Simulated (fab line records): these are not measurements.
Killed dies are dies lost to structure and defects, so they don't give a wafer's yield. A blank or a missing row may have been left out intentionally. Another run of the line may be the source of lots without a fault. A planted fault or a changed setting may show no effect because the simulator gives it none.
Struck lot and sound lot, side by side + flow n5 finfet + 20 out of 1938 route steps
Sound: wafers L144.1, L144.3, L144.6. Wafers struck: L142.4, L142.5, L142.6. At the end, the cause is stated.
At each step with rows: each side's tool, then ch and its chambers, then its first start. Under that, the readings that differ: sound wafers + struck wafers + difference of the means + sigmas: that difference in standard deviations of wafers without a fault.
alike: readings whose means differ by less than 2 such deviations, and words and numbers that are the same on both sides. not compared: withheld readings, readings that some wafer has no value for, bounds like >300 that may hide the same value, and numbers for which the record gives no deviation and whose values overlap.
The two part at a step that has a row with sigmas, a row that says differs or no value, or rows on one side only. Numbers that don't overlap but have no deviation are shown without sigmas and don't part them. Lack of a reading on every wafer of one side parts them only where that side has two or more wafers.

first, 8 steps without rows for these wafers: N5_BEOL_M7_COAT_59 (time 60 s, resist thk 100 nm); N5_BEOL_M7_COAT_60 (time 60 s, resist thk 35 nm); N5_BEOL_M7_COAT_05 (resist thk 90 nm); N5_BEOL_M7_EBR_07; N5_BEOL_M7_SOFTBAKE_06 (time 60 s); N5_BEOL_M7_EXPOSE_08 (exposes mask M7); N5_BEOL_M7_PEB_09 (peb time 60 s); N5_BEOL_M7_DEVELOP_10 (develop time 30 s).
N5_BEOL_M7_CD_MEAS_11: the cd target is 38.5 nm.
  sound on cd sem-01 ch 0, day 13 08:35; struck on cd sem-02 ch 0, day 12 23:03
  alike: cd nm
N5_BEOL_M7_OVL_MEAS_12:
  sound on overlay-02 ch 0, day 13 08:37; struck on overlay-01 ch 0, day 12 23:05
  alike: M7_OVL
N5_BEOL_M7_INSPECT_13: inspects for defects (brightfield).
  struck on defect inspect-02, day 12 23:06; sound on defect inspect-01, day 13 08:38
  alike: raw defect count
N5_BEOL_M7_DESCUM_16: chemistry O2, time 7.9 s.
  sound on rie diel-03 ch 1,2,3, day 13 08:40; struck on rie diel-03 ch 1,2,3, day 12 23:09
  alike: bias power w, drypump motor current A, oes product au, rf vpp V, showerhead plenum p Torr, throttle valve pct
  not compared: rf hours counter h
N5_BEOL_M7_ETCH_61: etches SiARC in CF4, target depth 45.5 nm, time 75.8 s.
  sound on rie diel-03 ch 1,2,3, day 13 08:42; struck on rie diel-03 ch 1,2,3, day 12 23:12
  no value came back on the struck wafers for any of 8 readings (bias w (W), cf4 flow sccm (sccm) and others); on the sound wafers bias w (W) reads 35.83 35.84 36.06
| reading                                      | sound      | struck         | difference | sigmas |
|----------------------------------------------|------------|----------------|------------|--------|
| model.CAR-ArF_of_BEOL_M7_COAT_05.thk nm (nm) | 51 51.2 51 | 83.8 83.6 83.6 | +32.6      |        |
  not compared: rf hours counter h
N5_BEOL_M7_ETCH_62: etches SOC in N2/H2, target depth 110 nm, overetch 22 nm, time 165 s.
  sound on rie diel-03 ch 1,2,3, day 13 08:46; struck on rie diel-03 ch 1,2,3, day 12 23:17
| reading               | sound          | struck         | difference | sigmas |
|-----------------------|----------------|----------------|------------|--------|
| oes product au (a.u.) | 0.60 0.63 0.79 | 0.36 0.28 0.27 | -0.37      | -6     |
  alike: bias w, chamber pressure mTorr, drypump motor current A, rf vpp V, showerhead plenum p Torr, throttle valve pct
  not compared: rf hours counter h
then, 1 step without rows for these wafers: N5_BEOL_M7_STRIP_68 (strips in N2/H2).
N5_BEOL_M7_STRIP_67: strips in CF4.
  sound on rie diel-03 ch 1,2,3, day 13 08:55; struck on rie diel-03 ch 1,2,3, day 12 23:23
  alike: bias power w, drypump motor current A, oes product au, rf vpp V, showerhead plenum p Torr, throttle valve pct
  not compared: rf hours counter h
N5_BEOL_M7_HM_OPEN_17: chemistry Cl2/BCl3, target TiN, target depth 20 nm, overetch 6 nm.
  sound on rie metal-01 ch 0,1, day 13 08:57; struck on rie metal-01 ch 0,1, day 12 23:26
| reading                | sound             | struck            | difference | sigmas |
|------------------------|-------------------|-------------------|------------|--------|
| oes product au (a.u.)  | 0.70 0.56 0.70    | 0.25 0.29 0.25    | -0.39      | -5     |
| throttle valve pct (%) | 21.72 22.24 21.71 | 22.92 22.38 22.91 | +0.85      | +3     |
  alike: drypump motor current A
  not compared: rf hours counter h
N5_BEOL_M7_STRIP_19: strips in O2.
  sound on rie diel-04 ch 0,1,3, day 13 09:04; struck on rie diel-02 ch 1,2,3, day 12 23:32
  alike: drypump motor current A, oes product au, rf vpp V, showerhead plenum p Torr, throttle valve pct
  not compared: rf hours counter h
N5_BEOL_M7_CD_MEAS_18: pitch 80 nm, target cd 40 nm.
  struck on cd sem-02, day 12 23:36; sound on cd sem-03, day 13 09:08
| reading    | sound          | struck | difference                    | sigmas |
|------------|----------------|--------|-------------------------------|--------|
| cd nm (nm) | 39.1 40.2 40.5 | - - -  | no value on the struck wafers |        |
then, 1 step without rows for these wafers: N5_BEOL_M7_COAT_63 (time 60 s, resist thk 60 nm).

WHERE THEY PART
Last at N5_BEOL_M7_CD_MEAS_18 as far as this record goes, first at N5_BEOL_M7_ETCH_61.

WHY: the cause the simulator had injected
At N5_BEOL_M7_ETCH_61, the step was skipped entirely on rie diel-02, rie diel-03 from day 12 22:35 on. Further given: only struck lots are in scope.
